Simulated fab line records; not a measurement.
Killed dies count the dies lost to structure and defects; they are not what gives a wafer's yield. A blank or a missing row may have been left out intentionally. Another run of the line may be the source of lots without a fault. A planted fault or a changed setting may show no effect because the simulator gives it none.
Code-filled problem report in 8D (eight disciplines) form    flow n5 finfet    the parts of the form that need people (team, actions taken, sign-off) are left out

1. THE ISSUE
Wafers without a fault read 1084.8, standard deviation 1.3; wafer_temp_C_max at N5_SD_ACTIVATION_LSA_01 reads a mean of 1078.3 on 4 wafers belonging to 2 lots. That puts it -5.0 standard deviations away from the usual mean.
The step: time 0.0008 s.
First observed at day 6 05:56: wafer L394.4, on laser anneal-02. The record holds 27 wafers of 10 lots with a number at this step. The rule behind "out" and "out of limits": a value lying over 4 standard deviations away from the usual mean. The other wafers with a number count as sound.

2. WHAT IT IS, WHAT IT ISN'T
question                     is                      is not
which readings at this step  wafer_temp_C_max        -
which lots                   L394, L396              L383, L385, L387, L388, L389, L402, L403, L406
which wafers of those lots   all that have a number  -
read on which tools          laser anneal-02         laser anneal-01
when                         from day 6 05:56        up to then (15 sound wafers); but 8 sound wafers of L402, L403, L406 came after

3. SUSPECTS, AND WHAT RULES EACH OUT
Counting: a tool stays on the suspect list if, at a process step up to the reading, it processed all lots that are out and no sound lot following the first of them.
- laser anneal-02 at N5_SD_ACTIVATION_LSA_01 (time 0.0008 s): ruled out as a lasting fault. After its first lot that is out, L394 (day 6 05:56), sound lots L406 ran on it.
Left after counting: nothing in the record.

4. THE CAUSE (what the simulator had put in)
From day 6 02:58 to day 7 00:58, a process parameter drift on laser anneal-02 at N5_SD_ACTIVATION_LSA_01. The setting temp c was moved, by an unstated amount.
Counting ruled it out, wrongly.

5. THE EFFECT CHAIN, in route order
Each row: a reading where the mean over the struck wafers with a number is more than 3 standard deviations away from the usual. Scope: only readings with a usual standard deviation given in the record; hours: median across lots of the time from each lot's start at the first step in this table that gives one to its start at this step; sigmas: change in usual standard deviations.
hours  step                         reading           usual         on struck wafers  change  sigmas
0      N5_SD_ACTIVATION_LSA_01      wafer_temp_C_max  1084.8        1078.3            -6.5    -5.0
0      N5_SD_ACTIVATION_RS_MEAS_03  RS_SD_N           21.88 ohm/sq  22.81             +0.93   +3.3
Here are the process steps it includes:
- N5_SD_ACTIVATION_LSA_01: time 0.0008 s.
At these later measuring or inspecting steps, every struck wafer for which the step has a row has a number for every such reading, and none has moved that far: N5_BEOL_M4_RC_MEAS_101.

6. WHAT WOULD HAVE CAUGHT IT SOONER
In this record no reading fell out of limits until day 6 05:56, 3 hours after the fault had begun at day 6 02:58.
